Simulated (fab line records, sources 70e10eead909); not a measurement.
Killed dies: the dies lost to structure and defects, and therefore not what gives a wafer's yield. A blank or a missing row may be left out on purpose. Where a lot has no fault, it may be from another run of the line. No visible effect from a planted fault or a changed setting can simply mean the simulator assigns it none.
Commonality check across tools :: flow nandHarc :: 2 lots, 6 wafers sampled

## REASON IT WAS OPENED
On 2 of the 2 lots, a flag is raised at NHARC_END_SORT_01 on the reading killedAtArray. No-fault wafers: 55, standard deviation 17.
Rule: flag the lot when none of its wafers has a number, or when each of its wafers that has one lies beyond 4 standard deviations from that mean. As for the other lots, they are considered sound.

lot: L331
measured: day 30 11:41
on: prober-02
killedAtArray, wafer by wafer: 672 666 666
flag: FLAGGED

lot: L330
measured: day 31 00:41
on: prober-01
killedAtArray, wafer by wafer: 670 675 675
flag: FLAGGED
Average over the flagged lots: 671; offset from the usual +616, equal to +36 standard deviations.

## EACH LOT AND THE TOOL IT RAN ON
4 process steps preceding the reading are held in the record, out of 1302 steps in the route. Each cell gives the tool, then ch followed by the chambers the sampled wafers passed through, then the start.
lot: L331
flag: FLAGGED
NHARC_A_STAIRCASE_STRIP_205: plasmaAsher-02 ch 0,1, day 22 19:17
NHARC_A_STAIRCASE_DESCUM_219: rieDiel-11 ch 1,2,3, day 22 20:41
NHARC_A_STAIRCASE_ETCH_227: rieDiel-11 ch 1,2,3, day 22 22:32
NHARC_A_STAIRCASE_TRIM_231: rieDiel-08 ch 0,2,3, day 30 11:41 or earlier

lot: L330
flag: FLAGGED
NHARC_A_STAIRCASE_STRIP_205: plasmaAsher-02 ch 0,1, day 22 13:10
NHARC_A_STAIRCASE_DESCUM_219: rieDiel-08 ch 0,1,2, day 22 14:37
NHARC_A_STAIRCASE_ETCH_227: rieDiel-08 ch 0,1,3, day 22 15:42
NHARC_A_STAIRCASE_TRIM_231: rieDiel-08 ch 0,1,3, day 31 00:41 or earlier
What these steps do:
- NHARC_A_STAIRCASE_STRIP_205: strips in O2.
- NHARC_A_STAIRCASE_DESCUM_219: chemistry O2, time 3 s.
- NHARC_A_STAIRCASE_ETCH_227: etches the open film in C4F8/O2, target depth 100 nm, time 40.5 s.
- NHARC_A_STAIRCASE_TRIM_231: chemistry O2, time 211.2 s.
- NHARC_END_SORT_01

## FLAGGED OVER TOTAL, TOOL BY TOOL (the gauges that took the reading come last)
step: NHARC_A_STAIRCASE_STRIP_205
tool: plasmaAsher-02
lots run: 2
flagged: 2
share of the flagged lots: all
sound lots run after its first flagged lot: 0

step: NHARC_A_STAIRCASE_DESCUM_219
tool: rieDiel-08
lots run: 1
flagged: 1
share of the flagged lots: some
sound lots run after its first flagged lot: 0

step: NHARC_A_STAIRCASE_DESCUM_219
tool: rieDiel-11
lots run: 1
flagged: 1
share of the flagged lots: some
sound lots run after its first flagged lot: 0

step: NHARC_A_STAIRCASE_ETCH_227
tool: rieDiel-08
lots run: 1
flagged: 1
share of the flagged lots: some
sound lots run after its first flagged lot: 0

step: NHARC_A_STAIRCASE_ETCH_227
tool: rieDiel-11
lots run: 1
flagged: 1
share of the flagged lots: some
sound lots run after its first flagged lot: 0

step: NHARC_A_STAIRCASE_TRIM_231
tool: rieDiel-08
lots run: 2
flagged: 2
share of the flagged lots: all
sound lots run after its first flagged lot: 0

step: NHARC_END_SORT_01
tool: prober-01
lots run: 1
flagged: 1
share of the flagged lots: some
sound lots run after its first flagged lot: 0

step: NHARC_END_SORT_01
tool: prober-02
lots run: 1
flagged: 1
share of the flagged lots: some
sound lots run after its first flagged lot: 0
With no start given for some of its lots, NHARC_A_STAIRCASE_TRIM_231 uses the hours and lot order of NHARC_END_SORT_01.

## WHAT IS ALLOWED BY THE TABLE
Rows of the table that ran all the flagged lots, 2 in number: plasmaAsher-02 at NHARC_A_STAIRCASE_STRIP_205; rieDiel-08 at NHARC_A_STAIRCASE_TRIM_231.
- plasmaAsher-02 at NHARC_A_STAIRCASE_STRIP_205 ran 2 lots, 2 of them flagged. In this sample it ran no sound lot ahead of its first flagged lot, so there is no way to narrow down the start.
- rieDiel-08 at NHARC_A_STAIRCASE_TRIM_231 ran 2 lots, 2 of them flagged. In this sample it ran no sound lot ahead of its first flagged lot, so there is no way to narrow down the start.
A lot count leaves these 2 tools indistinguishable: every one of them fits a fault beginning at some hour. More lots, or a look at what each step does to the wafer, might.

## WHAT THE SIMULATOR PUT IN
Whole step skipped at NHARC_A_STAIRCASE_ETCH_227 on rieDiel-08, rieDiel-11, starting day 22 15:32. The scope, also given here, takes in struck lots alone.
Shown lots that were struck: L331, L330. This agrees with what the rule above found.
